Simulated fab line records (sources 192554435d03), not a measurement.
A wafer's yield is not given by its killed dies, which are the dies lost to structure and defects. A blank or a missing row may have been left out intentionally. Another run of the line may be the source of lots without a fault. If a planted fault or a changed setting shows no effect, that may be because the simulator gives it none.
The tool behind it: which one? || flow n5-finfet || route of 1938 steps, sampled at 1 step: 12 lots, 36 wafers

== WHAT EACH GAUGE READ, for each wafer ==
N5_MOL_CONTACT_COAG_CD_MEAS_08 targets a cd of 28 nm.
{"lot": "L075", "measured": "day 5 03:02", "on": "cd-sem-01", "cd-nm (nm)": "27.52 27.81 28.12"}
{"lot": "L077", "measured": "day 5 14:56", "on": "cd-sem-03", "cd-nm (nm)": "27.78 27.94 28.33"}
{"lot": "L079", "measured": "day 6 02:49", "on": "cd-sem-02", "cd-nm (nm)": "27.80 28.06 28.05"}
{"lot": "L081", "measured": "day 6 10:43", "on": "cd-sem-03", "cd-nm (nm)": "27.98 27.50 27.83"}
{"lot": "L083", "measured": "day 6 22:29", "on": "cd-sem-02", "cd-nm (nm)": "27.64 27.56 27.34"}
{"lot": "L085", "measured": "day 7 10:40", "on": "cd-sem-02", "cd-nm (nm)": "27.50 28.41 27.85"}
{"lot": "L087", "measured": "day 7 21:25", "on": "cd-sem-02", "cd-nm (nm)": "27.82 28.79 28.09"}
{"lot": "L089", "measured": "day 8 16:03", "on": "cd-sem-02", "cd-nm (nm)": "28.05 27.89 27.68"}
{"lot": "L090", "measured": "day 9 08:28", "on": "cd-sem-03", "cd-nm (nm)": "28.23 28.19 28.58"}
{"lot": "L093", "measured": "day 9 10:50", "on": "cd-sem-01", "cd-nm (nm)": "27.95 28.27 28.13"}
{"lot": "L095", "measured": "day 9 23:36", "on": "cd-sem-03", "cd-nm (nm)": "28.27 28.07 27.71"}
{"lot": "L097", "measured": "day 10 10:05", "on": "cd-sem-01", "cd-nm (nm)": "27.98 28.14 28.17"}

== EACH LOT AND THE TOOL THAT RAN IT (in order: tool; ch and the chambers of the sampled wafers; start) ==
No process step before these readings appears in the record.

== THE ANSWER, worked out from the rows above alone ==
Rule: usual is defined by the lots themselves. The widest of any qualifying gaps counts: lots, ordered by their means at a reading, are off when they make up no more than a third of the lots, leave a main group of 4 or more, and stand apart from it by 3 or more times the standard deviation of that group's means. Not used: any main group whose means are identical at the precision the tables above print for the reading. A lot without any number at a reading at which 4 lots or more have one is off too. Any other lot the step has rows for is counted as sound.
Nothing can be told from this: no lot is off at any reading shown.

== WHAT THE SIMULATOR HAD INSERTED ==
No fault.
